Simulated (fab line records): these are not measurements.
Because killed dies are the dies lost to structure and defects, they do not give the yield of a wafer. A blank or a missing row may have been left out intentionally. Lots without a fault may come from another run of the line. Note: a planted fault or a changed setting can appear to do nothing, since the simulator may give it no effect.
3 desks looking at one fault | flow n5Finfet | each desk has only its own numbers; what lay behind them comes last

## DESK OF THE TOOL OWNER: rieDiel-05
The tool's own readings at N5_BEOL_M9_VIA_ETCH_34 (etches SiCOH lowk in C4F6/O2, target depth 182.4 nm, time 68.4 s): means of the sampled wafers that have a number, for each lot that ran on this tool. Marked OUT: a lot whose mean sits more than 4 standard deviations from the usual mean, which makes it out of limits; the brackets give that distance.
Columns: A = C4F6_flow_sccm at N5_BEOL_M9_VIA_ETCH_34, usual 9.998 sccm; B = drypumpMotorCurrentA at N5_BEOL_M9_VIA_ETCH_34, usual 5.7 A; C = oesProductAu at N5_BEOL_M9_VIA_ETCH_34, usual 0.80 a.u.; D = rfVppV at N5_BEOL_M9_VIA_ETCH_34, usual 662 V; E = showerheadPlenumPTorr at N5_BEOL_M9_VIA_ETCH_34, usual 2.87 Torr; F = throttleValvePct at N5_BEOL_M9_VIA_ETCH_34, usual 20.91 %
lot  | first seen here | A      | B   | C    | D   | E    | F
L816 | day 10 08:48    | 10.039 | 5.6 | 0.80 | 662 | 2.86 | 20.90
L825 | day 11 18:34    | 10.007 | 6.0 | 0.84 | 664 | 2.84 | 21.02
L824 | day 12 10:26    | 10.006 | 5.7 | 1.00 | 665 | 2.85 | 20.86
This desk's finding: nothing out of limits on any of the 3 lots.

## THE DEFECT DESK
Lot by lot, what the route's inspections counted, given as the mean of those sampled wafers with a number. Marked OUT: a lot whose mean sits more than 4 standard deviations from the usual mean, which makes it out of limits; the brackets give that distance.
Columns: A = rawDefectCount at N5_BEOL_M9_INSPECT_30, usual 405
lot  | first seen here | A
L816 | day 10 08:35    | 372
L825 | day 11 18:22    | 358
L824 | day 12 10:13    | 453
L837 | day 15 03:53    | 304
L838 | day 15 10:11    | 387
This desk's finding: nothing out of limits on any of the 5 lots.

## THE METROLOGY DESK
Means of the sampled wafers that have a number, per lot and without regard to the tool the lot ran on: this is what the gauges read. Marked OUT: a lot whose mean sits more than 4 standard deviations from the usual mean, which makes it out of limits; the brackets give that distance.
Columns: A = cdNm at N5_BEOL_M9_CD_MEAS_28, usual 70.01 nm; B = V8_OVL at N5_BEOL_M9_OVL_MEAS_29, usual -0.1 nm
lot  | first seen here | A     | B
L816 | day 10 08:28    | 70.10 | 0.7
L825 | day 11 18:16    | 70.32 | 0.3
L824 | day 12 10:08    | 70.15 | 0.0
L837 | day 15 03:48    | 70.10 | 0.1
L838 | day 15 10:06    | 70.03 | -0.6
This desk's finding: nothing out of limits on any of the 5 lots.

## PUT TOGETHER
The desk of the tool owner found nothing out of limits.
No out-of-limits result turned up at the defect desk.
At the metrology desk, nothing out of limits was observed.

## WHAT THE SIMULATOR HAD PUT IN
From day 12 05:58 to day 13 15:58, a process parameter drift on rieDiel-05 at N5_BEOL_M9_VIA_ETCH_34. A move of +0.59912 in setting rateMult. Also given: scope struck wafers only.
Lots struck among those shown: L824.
